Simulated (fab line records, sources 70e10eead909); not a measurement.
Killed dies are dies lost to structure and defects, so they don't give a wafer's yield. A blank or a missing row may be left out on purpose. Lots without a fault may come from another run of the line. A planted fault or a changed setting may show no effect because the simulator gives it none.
Chamber matching | flow nand_harc | NHARC_A_BONDPAD_CMP_29 on cmp-03: 4 sister chambers
The step polishes SiCN, target thk 200 nm. 4 wafers are shown with their chamber, then 10 later ones without.

WAFERS WITH THEIR CHAMBER
wafer  | chamber | motor_current_A (A)
L085.4 | 2       | 10.5
L087.6 | 1       | 13.2
L089.3 | 0       | 13.2
L089.5 | 3       | 10.5

WAFERS WITHOUT THEIR CHAMBER
wafer  | motor_current_A (A)
L089.6 | 11.1
L088.1 | 13.6
L088.3 | 11.4
L088.4 | 10.9
L090.1 | 10.6
L090.3 | 10.8
L090.5 | 10.7
L095.1 | 11.2
L095.2 | 12.8
L095.5 | 11.1

WHICH CHAMBER EACH WENT THROUGH
wafer  | from the rows above               | in truth
L089.6 | can't be placed: 2 or 3           | 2
L088.1 | can't be placed: 0 or 1           | 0
L088.3 | can't be placed: 2 or 3 or 0 or 1 | 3
L088.4 | can't be placed: 2 or 3           | 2
L090.1 | can't be placed: 2 or 3           | 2
L090.3 | can't be placed: 2 or 3           | 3
L090.5 | can't be placed: 2 or 3           | 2
L095.1 | can't be placed: 2 or 3           | 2
L095.2 | can't be placed: 0 or 1           | 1
L095.5 | can't be placed: 2 or 3           | 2
Placed correctly: 0 of 10. Can't be placed from these rows: 10 (the true chamber is among the candidates in 10). Placed wrongly: 0.
How it was worked out, from the rows above alone: a wafer's distance from a chamber is the root of the sum, over the readings, of the square of ((its reading less the chamber's mean) divided by the reading's scatter). The wafer belongs to the nearest chamber; if the next one is less than 2 further off, it can't be placed. A chamber's mean is the mean of its shown wafers. The scatter: with one shown wafer a chamber, the root of the mean of the squares of how far each hidden wafer lies from its nearest shown one.
